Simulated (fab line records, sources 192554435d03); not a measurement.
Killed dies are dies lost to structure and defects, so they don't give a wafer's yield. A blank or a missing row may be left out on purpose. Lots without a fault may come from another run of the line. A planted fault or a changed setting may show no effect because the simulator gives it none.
fab line records | flow n5_finfet
record lots=10 wafers=26 last_day=16
route steps=1938 shown DUMMY_REMOVAL@381 HKMG_FIN@396 BEOL_M4@1111 PASSIVATION@1936
lots that met no fault: from a run of the same line without faults
start_h: hours from the record's first day to the start of the lot's first wafer shown | wait_h: hours since the lot's step before | " the same as in the row above | L1.1+2: a row that stands for several wafers | - no value, or no start given | * or withheld: withheld | < > ~ a bound
route shown NAME@n: a module of which the file shows steps, and the number in the route of the first | usual: mean/standard deviation of fault-free wafers | same: alike in all rows | chamber/n: place in a boat | sites: the reading at each site | _std_site: their standard deviation | _edge_site: outer sites' mean less inner sites' | radius_mm: how far each site lies from the wafer's centre | mask NAME#n: copy n | behind: the tool/chamber that last shaped the wafer | hold: why the lot was held/for how many hours/how that ended | device: the transistor (n, p or np) that didn't switch | end of line: the same wafers' tests at the end of the route | a step without rows: its recipe alone | killed: dies lost to structure and defects at the first sort, not the wafer's yield | map: a wafer's dies, x killed, . not, _ none there
set.NAME: the setting as run; set.NAME@STEP: as run at that earlier step | model.NAME: the simulator's own value behind a step, which no gauge read
steps of the route over a sample of lots; a table a step, a row a wafer
services: from which hour (start_h, from the record's first day; less than 0 if before it) a tool's chamber was out of use, for how many hours, and why
## steps
# step N5_DUMMY_REMOVAL_INSPECT_06
# recipe inspect_instrument=brightfield mode=aei
# usual raw_defect_count=12/4.8
# columns lot.wafer tool chamber start_h wait_h raw_defect_count
L905.3 defect_inspect-02 - 80.98 0.0 8
L905.4 " - " " 7
L906.2 defect_inspect-02 - 89.06 0.0 5
L906.4 " - " " 9
L906.6 " - " " 12
L907.4 defect_inspect-01 - 94.75 0.0 11
L907.5 " - " " 7
L907.6 " - " " 9
L908.1 defect_inspect-01 - 100.85 0.0 8
L908.5 " - " " 3
L914.2 defect_inspect-02 - 140.63 0.0 11
L914.3 " - " " 7
L916.1 defect_inspect-02 - 154.74 0.0 23
L916.5 " - " " 8
L918.2 defect_inspect-02 - 161.89 0.0 10
L918.5 " - " " 13
L918.6 " - " " 4
L920.2 defect_inspect-01 - 173.76 0.0 9
L920.5 " - " " 13
L920.6 " - " " 5
L921.2 defect_inspect-01 - 178.32 0.0 25
L921.4 " - " " 16
L921.5 " - " " 18
L924.2 defect_inspect-02 - 198.46 0.0 18
L924.4 " - " " 8
L924.5 " - " " 14
# step N5_HKMG_FIN_PEB_47
# recipe peb_temp_c=withheld peb_time_s=60 resist=CAR-ArF
# columns lot.wafer tool chamber start_h wait_h
L905.3+4 litho_track-03 0 82.61 0.0
L906.2+4+6 litho_track-05 0 90.19 0.0
L907.4+5+6 litho_track-03 0 96.18 0.0
L908.1+5 litho_track-05 0 102.15 0.1
L914.2+3 litho_track-03 0 141.90 0.0
L916.1+5 litho_track-03 0 155.85 0.1
L918.2+5+6 litho_track-03 0 163.13 0.0
L920.2+5+6 litho_track-05 0 175.18 0.0
L921.2+4+5 litho_track-05 0 179.58 0.0
L924.2+4+5 litho_track-05 0 199.69 0.0
# step N5_HKMG_FIN_CD_MEAS_49
# recipe target_cd_nm=202 landing_energy_ev=500 detector=se_inlens polarity=opening
# usual cd_nm=202.3/0.8
# columns lot.wafer tool chamber start_h wait_h cd_nm
L905.3 cd_sem-01 0 82.67 - 202.1
L905.4 " 0 " " 202.1
L906.2 cd_sem-02 0 90.26 - 201.5
L906.4 " 0 " " 202.4
L906.6 " 0 " " 200.8
L907.4 cd_sem-02 0 96.25 - 203.7
L907.5 " 0 " " 203.6
L907.6 " 0 " " 203.8
L908.1 cd_sem-02 0 102.22 - 203.7
L908.5 " 0 " " 202.4
L914.2 cd_sem-03 0 141.97 - 207.2
L914.3 " 0 " " 202.8
L916.1 cd_sem-03 0 155.92 - 202.6
L916.5 " 0 " " 207.3
L918.2 cd_sem-03 0 163.20 - 208.0
L918.5 " 0 " " 207.8
L918.6 " 0 " " 201.8
L920.2 cd_sem-02 0 175.25 - 201.1
L920.5 " 0 " " 200.6
L920.6 " 0 " " 201.8
L921.2 cd_sem-02 0 179.65 - 203.0
L921.4 " 0 " " 202.0
L921.5 " 0 " " 202.1
L924.2 cd_sem-02 0 199.76 - 201.9
L924.4 " 0 " " 202.6
L924.5 " 0 " " 201.5
# step N5_HKMG_FIN_DESCUM_53
# recipe chemistry=O2 time_s=7.9 source_power_w=50 bias_power_w=20 pressure_mtorr=20 rf_frequency_hz=2.712e+07 temp_c=40 resist=CAR-ArF o2_flow_sccm=225
# usual chamber_pressure_mTorr=19.999/0.017 drypump_motor_current_A=5.5/0.51 oes_product_au=0.78/0.097 rf_fwd_power_W=49.43/0.22 rf_vpp_V=243.0/1.2 showerhead_plenum_p_Torr=2.09/0.053 throttle_valve_pct=20.56/0.25
# columns lot.wafer tool chamber start_h wait_h chamber_pressure_mTorr drypump_motor_current_A oes_product_au rf_fwd_power_W rf_hours_counter_h rf_vpp_V showerhead_plenum_p_Torr throttle_valve_pct
L905.3 rie_diel-05 2 82.84 0.1 20.018 4.8 0.77 49.34 129 242.4 2.03 20.60
L905.4 " 0 " " 19.975 5.9 0.95 49.41 - 243.8 2.03 20.30
L906.2 rie_diel-05 0 90.34 0.0 20.022 5.9 0.93 49.51 13 243.7 2.03 20.29
L906.4 " 1 " " 19.985 5.1 0.94 49.50 1 244.8 2.14 20.22
L906.6 " 3 " " 19.988 6.1 0.72 49.66 - 241.6 2.10 20.66
L907.4 rie_diel-05 0 96.33 0.0 20.011 5.9 0.94 49.34 15 243.1 2.03 20.29
L907.5 " 3 " " 19.979 6.1 0.73 49.62 - 243.4 2.10 20.63
L907.6 " 2 " " 19.987 4.8 0.77 49.41 - 242.1 2.03 20.63
L908.1 rie_diel-03 3 102.38 0.1 20.016 5.5 0.73 49.28 207 243.6 2.17 20.74
L908.5 " 3 " " 19.994 5.5 0.73 49.47 - 244.7 2.17 20.73
L914.2 rie_diel-05 3 142.06 0.0 19.992 6.1 0.71 49.45 185 242.5 2.09 20.68
L914.3 " 0 " " 19.991 5.9 0.90 49.60 31 241.6 2.03 20.34
L916.1 rie_diel-05 2 156.01 0.0 19.969 4.8 0.75 49.59 158 242.0 2.02 20.66
L916.5 " 2 " " 20.001 4.8 0.74 49.65 - 243.0 2.02 20.66
L918.2 rie_diel-06 2 163.32 0.1 20.015 4.7 0.67 49.37 248 242.4 2.08 20.91
L918.5 " 1 " " 19.987 5.9 0.67 50.02 - 243.0 2.06 20.75
L918.6 " 2 " " 20.019 4.7 0.67 49.32 - 242.6 2.08 20.90
L920.2 rie_diel-06 0 175.33 0.0 20.006 5.3 0.89 49.14 33 242.7 2.13 20.04
L920.5 " 3 " " 20.005 4.8 0.70 49.54 - 244.8 2.18 20.80
L920.6 " 0 " " 20.028 5.2 0.88 49.30 - 242.4 2.13 20.04
L921.2 rie_diel-05 2 179.74 0.0 19.998 4.8 0.72 49.21 167 241.1 2.02 20.66
L921.4 " 3 " " 19.987 6.1 0.69 49.68 199 241.7 2.09 20.70
L921.5 " 1 " " 20.024 5.1 0.85 49.48 - 242.7 2.13 20.29
L924.2 rie_diel-05 0 199.84 0.0 19.997 5.9 0.86 49.29 50 240.6 2.02 20.34
L924.4 " 1 " " 19.972 5.1 0.84 49.60 40 243.4 2.13 20.30
L924.5 " 0 " " 20.012 5.9 0.87 49.37 - 242.6 2.02 20.38
# step N5_HKMG_FIN_STRIP_60
# recipe chemistry=N2/H2 power_w=2500 temp_c=300 h2_frac=0.65 time_s=360 pressure_mtorr=withheld n2_flow_sccm=1750 h2_flow_sccm=3250
# usual drypump_motor_current_A=5.5/0.45 heater_power_w=472/34
# columns lot.wafer tool chamber start_h wait_h drypump_motor_current_A heater_power_w rf_hours_counter_h
L905.3 plasma_asher-01 1 83.84 0.1 5.7 526 -
L905.4 " 0 " " 6.1 417 -
L906.2 plasma_asher-02 0 91.22 0.0 4.9 466 91
L906.4 " 0 " " 4.9 465 -
L906.6 " 0 " " 4.9 457 -
L907.4 plasma_asher-02 0 97.33 0.1 4.8 454 -
L907.5 " 0 " " 4.8 465 -
L907.6 " 1 " " 5.5 490 -
L908.1 plasma_asher-02 1 103.26 0.0 5.5 505 94
L908.5 " 0 " " 4.8 461 -
L914.2 plasma_asher-01 1 142.94 0.0 5.6 532 47
L914.3 " 1 " " 5.7 525 -
L916.1 plasma_asher-02 1 156.89 0.0 5.5 483 106
L916.5 " 0 " " 4.9 469 -
L918.2 plasma_asher-01 0 164.20 0.0 6.1 436 51
L918.5 " 1 " " 5.6 516 -
L918.6 " 0 " " 6.1 425 -
L920.2 plasma_asher-02 1 176.21 0.0 5.5 494 111
L920.5 " 1 " " 5.5 477 -
L920.6 " 0 " " 4.8 452 -
L921.2 plasma_asher-02 1 180.62 0.0 5.4 494 112
L921.4 " 0 " " 4.9 459 -
L921.5 " 1 " " 5.4 483 -
L924.2 plasma_asher-01 1 200.72 0.0 5.7 527 58
L924.4 " 0 " " 6.1 431 -
L924.5 " 1 " " 5.6 527 -
# step N5_BEOL_M4_RC_MEAS_101
# usual DIBL_N=36.9/2.1 DIBL_P=37.1/2.5 IOFF_N=0.17/0.039 IOFF_P=0.23/0.043 ION_N=673/15 ION_P=462/9.1 SS_N=71.8/0.69 SS_P=73.6/0.74 VT_N=250/3.6 VT_P=-249.7/2.9
# columns lot.wafer tool chamber start_h wait_h DIBL_N[mV/V] DIBL_P[mV/V] IOFF_N[nA/um] IOFF_P[nA/um] ION_N[uA/um] ION_P[uA/um] SS_N[mV/dec] SS_P[mV/dec] VT_N[mV] VT_P[mV]
L906.2 prober-01 0 180.79 0.2 33.5 33.0 0.12 0.17 677 465 70.8 72.1 254 -252.8
L906.4 " 0 " " 35.6 35.0 0.15 0.19 665 453 71.1 72.9 249 -252.3
L906.6 " 0 " " 35.8 35.6 0.14 0.19 667 452 70.7 73.2 251 -250.6
L905.3 prober-02 0 181.22 0.3 40.9 43.9 0.29 0.35 703 476 72.5 75.0 241 -245.6
L905.4 " 0 " " 39.4 41.2 0.23 0.29 682 461 72.1 74.2 245 -245.4
L908.1 prober-01 0 195.75 0.0 38.2 38.3 0.17 0.27 664 468 71.4 73.9 247 -245.9
L908.5 " 0 " " 40.7 40.6 0.23 0.31 681 468 72.2 74.6 247 -244.4
L907.4 prober-02 0 197.94 0.5 35.4 35.1 0.14 0.20 662 456 71.9 74.4 255 -251.6
L907.5 " 0 " " 34.6 34.5 0.14 0.19 659 451 72.0 73.8 254 -250.6
L907.6 " 0 " " 37.6 37.6 0.18 0.22 683 469 72.3 74.3 251 -250.2
L914.2 prober-01 0 241.92 0.2 32.6 32.5 0.11 0.17 653 452 70.7 73.0 254 -252.1
L914.3 " 0 " " 32.4 32.4 0.10 0.16 649 451 70.4 72.7 258 -252.9
L916.1 prober-01 0 250.85 0.0 36.4 37.1 0.15 0.22 675 465 72.1 73.7 253 -253.2
L916.5 " 0 " " 38.6 37.3 0.18 0.21 668 458 73.1 73.4 249 -252.3
L918.2 prober-02 0 259.98 0.2 39.5 38.7 0.20 0.21 673 460 72.6 74.1 250 -253.2
L918.5 " 0 " " 39.0 40.2 0.19 0.24 670 459 71.9 74.9 248 -250.4
L918.6 " 0 " " 37.3 38.4 0.16 0.21 678 463 71.5 73.8 250 -253.3
L920.2 prober-01 0 267.39 0.2 39.1 39.0 0.23 0.26 689 473 72.1 73.4 244 -245.7
L920.5 " 0 " " 35.9 36.4 0.16 0.21 673 457 71.3 73.0 250 -250.8
L920.6 " 0 " " 40.5 42.4 0.25 0.31 701 476 72.7 74.5 246 -247.9
L921.2 prober-01 0 279.56 0.2 34.4 34.4 0.12 0.16 665 450 71.6 73.0 254 -251.9
L921.4 " 0 " " 37.2 37.1 0.17 0.19 671 457 71.5 73.6 249 -252.1
L921.5 " 0 " " 38.1 38.7 0.19 0.22 687 462 71.6 73.9 246 -250.4
L924.2 prober-01 0 299.57 0.2 35.2 35.2 0.16 0.24 658 459 71.6 73.2 249 -246.8
L924.4 " 0 " " 33.2 32.6 0.13 0.19 666 464 71.5 72.3 252 -248.8
L924.5 " 0 " " 35.0 34.3 0.17 0.21 649 453 72.1 72.9 250 -248.8
# step N5_PASSIVATION_PROBE_49
# usual defect_limited_yield=91.3/1.4 killed_at_M0_to_M3=32/9.5 killed_at_M4_up=14/5.2 killed_at_contacts=13/5.7 killed_at_front_end=41/12 killed_at_other=3.5/2.6 killed_dies=103/17 killed_open=68/14 killed_short=32/7 sort_bin_4_leakage=0.01/0.051 sort_bin_5_function=5.0/0.91 sort_bin_6_memory=3.3/0.7 sort_bin_8_speed=0.03/0.22 sort_n_pass=1076/17 sort_yield_pct=91.2/1.4
# same gross_dies=1180 killed_at_back_side=0
# columns lot.wafer tool chamber start_h wait_h defect_limited_yield[%] killed_at_M0_to_M3 killed_at_M4_up killed_at_contacts killed_at_front_end killed_at_other killed_dies killed_open killed_short sort_bin_4_leakage[%] sort_bin_5_function[%] sort_bin_6_memory[%] sort_bin_8_speed[%] sort_n_pass sort_yield_pct[%]
L916.5 prober-01 - 355.71 0.2 91.7 39 14 4 39 2 98 52 32 0 4.2 2.8 0 1082 91.7
L918.5 prober-01 - 358.93 0.2 92.0 31 18 13 31 1 94 59 33 0 4.5 3.0 0 1086 92.0
# killed by level:class
L916.5 HKMG_FIN:area_etch=13 BEOL_M2:geometric_particle:open=9 BEOL_M3:geometric_particle:open=9 BEOL_M0_SAQP:geometric_particle:open=7 BEOL_M4:geometric_particle:open=6 BEOL_M0_SAQP:geometric_particle:short=5 FIN_SAQP:geometric_particle:short=4 STI_FIN_REVEAL:geometric_particle:open=4
L918.5 MOL_CONTACT_COAG:geometric_particle:open=11 BEOL_M3:geometric_particle:open=7 BEOL_M4:geometric_particle:short=7 FIN_SAQP:geometric_particle:open=6 BEOL_M0_SAQP:geometric_particle:open=6 BEOL_M0_SAQP:geometric_particle:short=6 BEOL_M4:geometric_particle:open=5 DUMMY_GATE:geometric_particle:open=4
## services
# columns tool chamber start_h hours kind
rie_diel-03 2 58.66 - clean
rie_diel-03 2 58.66 - consumable_replace:focus_ring
rie_diel-03 2 58.66 30.3 scheduled_down
rie_diel-03 2 58.66 30.3 vent_cycle
rie_diel-05 1 69.95 - clean
rie_diel-05 1 69.95 - consumable_replace:focus_ring
rie_diel-03 0 77.63 53.1 repair
plasma_asher-01 - 90.85 2.3 repair
rie_diel-03 2 97.15 3.3 repair
rie_diel-06 0 100.78 9.1 repair
rie_diel-06 - 119.48 4.4 repair
rie_diel-06 0 124.63 1.7 repair
rie_diel-03 1 130.75 - clean
rie_diel-03 1 130.75 - consumable_replace:focus_ring
rie_diel-03 1 130.75 17.5 scheduled_down
rie_diel-03 1 130.75 17.5 vent_cycle
rie_diel-03 0 149.30 - clean
rie_diel-03 0 149.30 - consumable_replace:focus_ring
rie_diel-03 - 158.24 0.4 repair
rie_diel-06 2 168.19 - clean
rie_diel-06 2 168.19 - consumable_replace:focus_ring
rie_diel-06 2 168.19 20.0 scheduled_down
rie_diel-06 2 168.19 20.0 vent_cycle
rie_diel-03 3 168.79 4.2 repair
## key
first_sign step=N5_HKMG_FIN_CD_MEAS_49 reading=cd_nm direction=up sigmas=6.7 usual=202.3 struck=207.6
effect none on later readings
met_at N5_HKMG_FIN_PEB_47
struck_lots L914,L916,L918
struck_wafers L914.2,L916.5,L918.2,L918.5
baseline_loss step=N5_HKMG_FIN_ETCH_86 wafers=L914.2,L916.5
not_acting_at N5_DUMMY_REMOVAL_INSPECT_06,N5_HKMG_FIN_DESCUM_53,N5_HKMG_FIN_STRIP_60
onset_between 96.18 141.90
fault kind=process_parameter_drift tool=litho_track-03 chamber=- onset_h=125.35 steps=N5_HKMG_FIN_PEB_47 channel=peb_time_s offset=* shape=step end_h=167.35 scope=struck_wafers_only acts_in=* stated=*
# baseline_loss: these wafers lose ten dies or more at that step, a loss of the line's own and not of a fault; the sort's usual values leave them out
